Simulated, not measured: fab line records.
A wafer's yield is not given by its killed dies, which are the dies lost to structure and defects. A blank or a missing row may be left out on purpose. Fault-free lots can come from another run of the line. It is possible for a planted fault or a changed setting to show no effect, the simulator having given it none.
fab line records -- flow n5_finfet
record lots=7, wafers=39
route steps=1938 shown WELL_APT@33 FIN_CUT@176 DUMMY_GATE@228 SPACER0@259 SD_EPI_P@307 HKMG_FIN@406 BEOL_M4@1111
start_h: hours from the record's first day to the start of the lot's first wafer shown -- wait_h: how many hours have passed since the lot's step before this one -- " as in the row above -- L1.1+2: a single row standing in for several wafers -- - no value, or no start given -- * or withheld: withheld -- < > ~ a bound
route shown NAME@n: a module of which the file shows steps, and the number in the route of the first -- usual: the fault-free wafers' mean and standard deviation -- same: alike in all rows -- chamber/n: place in a boat -- sites: readings site by site -- _std_site: how widely they spread, as a standard deviation -- _edge_site: inner sites' mean taken away from outer sites' mean -- radius_mm: for every site, how far away it sits from the centre of the wafer -- mask NAME#n: copy n -- behind: tool/chamber where the wafer was last shaped -- hold: what put the lot on hold/how long, in hours/how the hold closed -- device: the transistor (n, p or np) that didn't switch -- end of line: at the end of the route, the tests of the same wafers -- step lacking rows: just its recipe -- killed: the dies lost at the first sort to structure and to defects; this is not the yield of the wafer -- map: a wafer's dies, marking killed ones x, the rest . and places with no die _
set.NAME: the setting as run; set.NAME@STEP: as run at that earlier step -- model.NAME: the simulator's own value behind a step, which no gauge read
one table per step and one row per wafer, for lots whose settings were changed on purpose
## steps
# step N5_WELL_APT_IMPLANT_15
# recipe species=As, energy_kev=25, dose_cm2=1.5e+13, tilt_deg=0, rotation_deg=0
# step N5_WELL_APT_EXPOSE_22
# recipe mask_id=PWELL, na=0.8, source_shape=conventional, sigma_outer=0.8, polarization=unpolarized, defocus_nm=0, target_cd_nm=200, dose_mj=23.2
# step N5_FIN_CUT_CUT_ETCH_15
# recipe chemistry=HBr/Cl2/O2, target=Si, target_depth_a=1000, bt_time_s=10, mask_material=SOC, time_s=42.4, ion_energy_ev=*, bias_w=*, pressure_mtorr=10, icp_w=800, HBr_flow_sccm=150, Cl2_flow_sccm=80, O2_flow_sccm=12
# step N5_DUMMY_GATE_EXPOSE_12
# recipe mask_id=GATE, na=0.33, source_shape=annular, sigma_inner=0.2, sigma_outer=0.6, polarization=unpolarized, target_cd_nm=25, dose_mj=34
# step N5_DUMMY_GATE_ETCH_44
# recipe chemistry=HBr/O2, over_etch_frac=0.7, target_depth_a=1275, stop_on=SiO2, ion_energy_ev=60, bias_w=20, target=poly-Si, mask_material=SiO2, pressure_mtorr=20, icp_w=400, HBr_flow_sccm=120, O2_flow_sccm=10
# step N5_DUMMY_GATE_ETCH_42
# recipe chemistry=CHF3/O2, target=SiO2, target_depth_a=35, time_s=31, ion_energy_ev=30, bias_w=12, pressure_mtorr=30, source_w=600, Ar_flow_sccm=200, CHF3_flow_sccm=50, O2_flow_sccm=5
# step N5_SPACER0_ALD_00
# recipe material=SiOCN, target_thk_a=35, temp_c=400, ald_precursor_family=alkyl-aminosilane, ald_co_reactant=O2/N2-plasma, pulse_time_s=3, purge_time_s=2, co_reactant_purge_time_s=2, ald_cycles=58, pressure_torr=2
# step N5_SD_EPI_P_ETCH_36
# recipe chemistry=CF4, target=SiARC, target_depth_a=455, mask_material=CAR-ArF-block, time_s=75.8, ion_energy_ev=80, pressure_mtorr=40, source_w=545, bias_w=36, Ar_flow_sccm=100, cf4_flow_sccm=100, ends=cleared
# step N5_HKMG_FIN_ETCH_58
# recipe chemistry=N2/H2, target=SOC, target_depth_a=2158, ion_energy_ev=50, bias_w=13, time_s=741, pressure_mtorr=30, source_w=875, n2_flow_sccm=200, h2_flow_sccm=200
# step N5_BEOL_M4_RC_MEAS_101
# usual DIBL_N=36.1/1.5, DIBL_P=36.1/1.9, SS_N=71.5/0.57, SS_P=73.3/0.64
lot.wafer,tool,chamber,start_h,wait_h,set.energy_kev@WELL_APT_IMPLANT_15,set.dose_mj@WELL_APT_EXPOSE_22,set.target_depth_a@FIN_CUT_CUT_ETCH_15,set.dose_mj@DUMMY_GATE_EXPOSE_12,set.target_depth_a@DUMMY_GATE_ETCH_44,set.bias_w@DUMMY_GATE_ETCH_42,set.ald_cycles@SPACER0_ALD_00,set.bias_w@SD_EPI_P_ETCH_36,set.target_depth_a@HKMG_FIN_ETCH_58,DIBL_N[mV/V],DIBL_P[mV/V],SS_N[mV/dec],SS_P[mV/dec]
L074.1,prober-01,0,158.44,0.0,25,23.2,1000,34,1124,12,58,36,2158,37.7,38.5,71.5,74.0
L074.2,prober-01,0,158.44,0.0,25,21.75,1000,34.98,1275,10.26,58,36,2158,38.2,39.5,72.4,73.3
L074.3,prober-01,0,158.44,0.0,25,21.75,899.4,34,1275,10.26,58,32.98,2158,36.5,37.0,71.6,72.8
L074.4,prober-01,0,158.44,0.0,25,23.2,899.4,34.98,1124,10.26,58,36,2158,38.5,39.4,72.0,73.8
L074.5,prober-01,0,158.44,0.0,25,21.75,1000,34.98,1124,12,58,32.98,2158,36.9,36.5,72.2,73.4
L074.6,prober-01,0,158.44,0.0,25,23.2,899.4,34,1275,12,58,32.98,2158,37.2,38.3,71.6,73.2
L075.1,prober-01,0,174.19,0.0,27.2,23.2,1000,34,1183,11.36,58,36,2437,35.8,35.7,71.2,73.3
L075.2,prober-01,0,174.19,0.0,25,23.2,1097,33.2,1183,12,58,36,2158,35.4,34.1,71.1,72.4
L075.3,prober-01,0,174.19,0.0,25,22.36,1000,33.2,1183,12,58,39.98,2437,34.7,33.4,71.0,72.5
L075.4,prober-01,0,174.19,0.0,25,22.36,1097,34,1275,11.36,58,39.98,2437,36.3,34.8,71.5,72.6
L075.5,prober-01,0,174.19,0.0,27.2,22.36,1097,34,1275,12,58,36,2158,37.5,36.9,71.5,73.2
L075.6,prober-01,0,174.19,0.0,27.2,23.2,1000,33.2,1275,11.36,58,39.98,2158,36.6,35.1,71.6,73.1
L077.1,prober-01,0,177.38,0.0,25,21.44,1046,34,1275,12.69,53,36,2329,41.1,39.2,72.8,73.8
L077.2,prober-01,0,177.38,0.0,23.08,23.2,1046,31.92,1275,12,58,36,2329,34.1,32.7,70.7,72.6
L077.3,prober-01,0,177.38,0.0,25,23.2,1000,31.92,1188,12,58,42.38,2329,34.9,34.2,70.6,72.1
L077.4,prober-01,0,177.38,0.0,25,21.44,1046,31.92,1188,12.69,53,36,2158,33.6,31.0,71.5,71.6
L077.5,prober-01,0,177.38,0.0,23.08,21.44,1000,34,1188,12,53,42.38,2158,38.2,37.7,71.9,73.5
L077.6,prober-01,0,177.38,0.0,23.08,23.2,1000,34,1275,12.69,58,42.38,2158,35.5,33.8,71.8,72.7
L083.1,prober-02,0,220.88,0.0,28.9,24.63,1000,34,1372,13.13,58,40.96,2158,37.9,37.8,71.8,73.7
L083.2,prober-02,0,220.88,0.0,25,23.2,1000,34,1275,13.13,58,36,2158,36.2,35.2,71.3,73.1
L083.3,prober-02,0,220.88,0.0,28.9,23.2,1093,34,1275,12,58,40.96,2031,38.5,38.6,72.3,74.2
L083.4,prober-02,0,220.88,0.0,25,24.63,1000,35.76,1372,12,58,40.96,2031,41.8,42.2,72.7,75.2
L083.5,prober-02,0,220.88,0.0,28.9,24.63,1093,35.76,1275,12,58,36,2158,39.7,39.6,72.3,74.1
L083.6,prober-02,0,220.88,0.0,25,23.2,1093,35.76,1372,13.13,58,36,2031,40.8,40.7,72.0,75.3
L086.1,prober-01,0,245.48,0.0,28.86,23.2,1000,36.14,1275,9.75,54,36,2409,37.7,37.8,72.2,73.9
L086.2,prober-01,0,245.48,0.0,25,23.2,898.3,36.14,1320,12,54,36,2409,40.7,40.4,72.9,74.1
L086.3,prober-01,0,245.48,0.0,25,23.2,898.3,34,1275,12,58,38.87,2409,36.2,35.5,71.4,73.0
L086.4,prober-01,0,245.48,0.0,25,23.2,1000,34,1320,9.75,58,36,2158,33.8,33.0,71.1,72.2
L086.5,prober-01,0,245.48,0.0,28.86,23.2,898.3,34,1320,9.75,54,38.87,2158,33.4,32.6,69.5,71.9
L086.6,prober-01,0,245.48,0.0,28.86,23.2,1000,36.14,1275,12,58,38.87,2158,37.9,37.9,71.8,73.8
L089.2,prober-01,0,255.17,0.2,25,23.2,1000,34,1275,12,58,36,2158,34.8,34.1,70.5,73.4
L089.4,prober-01,0,255.17,0.2,25,23.2,1000,34,1275,12,58,36,2158,34.6,33.0,70.8,72.3
L089.5,prober-01,0,255.17,0.2,25,23.2,1000,34,1275,12,58,36,2158,34.1,32.4,71.0,72.4
L094.1,prober-01,0,281.30,0.0,25,23.2,961.7,34,1275,12,58,36,2158,37.1,36.9,72.1,73.8
L094.2,prober-01,0,281.30,0.0,26.07,23.2,961.7,32.3,1275,12,58,36,2341,33.9,33.6,70.5,72.2
L094.3,prober-01,0,281.30,0.0,25,22.51,1000,32.3,1275,10.87,58,36,2158,33.0,32.5,70.8,71.9
L094.4,prober-01,0,281.30,0.0,26.07,22.51,1000,32.3,1275,12,58,30.14,2341,31.4,30.6,70.1,70.9
L094.5,prober-01,0,281.30,0.0,26.07,22.51,961.7,34,1275,10.87,58,30.14,2341,35.5,35.1,72.2,73.2
L094.6,prober-01,0,281.30,0.0,25,23.2,1000,34,1275,10.87,58,30.14,2158,38.5,39.3,72.2,73.5
## key
split step=N5_WELL_APT_IMPLANT_15, setting=energy_kev, stated_as=25
response none clear
split step=N5_WELL_APT_EXPOSE_22, setting=dose_mj, stated_as=23.2
response none clear
split step=N5_FIN_CUT_CUT_ETCH_15, setting=target_depth_a, stated_as=1000
response none clear
split step=N5_DUMMY_GATE_EXPOSE_12, setting=dose_mj, stated_as=34
response step=N5_BEOL_M4_RC_MEAS_101, reading=DIBL_N, slope=+0.609, per=1%, together_with=all, explained=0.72
response step=N5_BEOL_M4_RC_MEAS_101, reading=SS_P, slope=+0.235, per=1%, together_with=all, explained=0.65
response step=N5_BEOL_M4_RC_MEAS_101, reading=DIBL_P, slope=+0.7, per=1%, together_with=all, explained=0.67
response step=N5_BEOL_M4_RC_MEAS_101, reading=SS_N, slope=+0.207, per=1%, together_with=all, explained=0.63
split step=N5_DUMMY_GATE_ETCH_44, setting=target_depth_a, stated_as=1275
response none clear
split step=N5_DUMMY_GATE_ETCH_42, setting=bias_w, stated_as=12
response none clear
split step=N5_SPACER0_ALD_00, setting=ald_cycles, stated_as=58
response none clear
split step=N5_SD_EPI_P_ETCH_36, setting=bias_w, stated_as=36
response none clear
split step=N5_HKMG_FIN_ETCH_58, setting=target_depth_a, stated_as=2158
response none clear
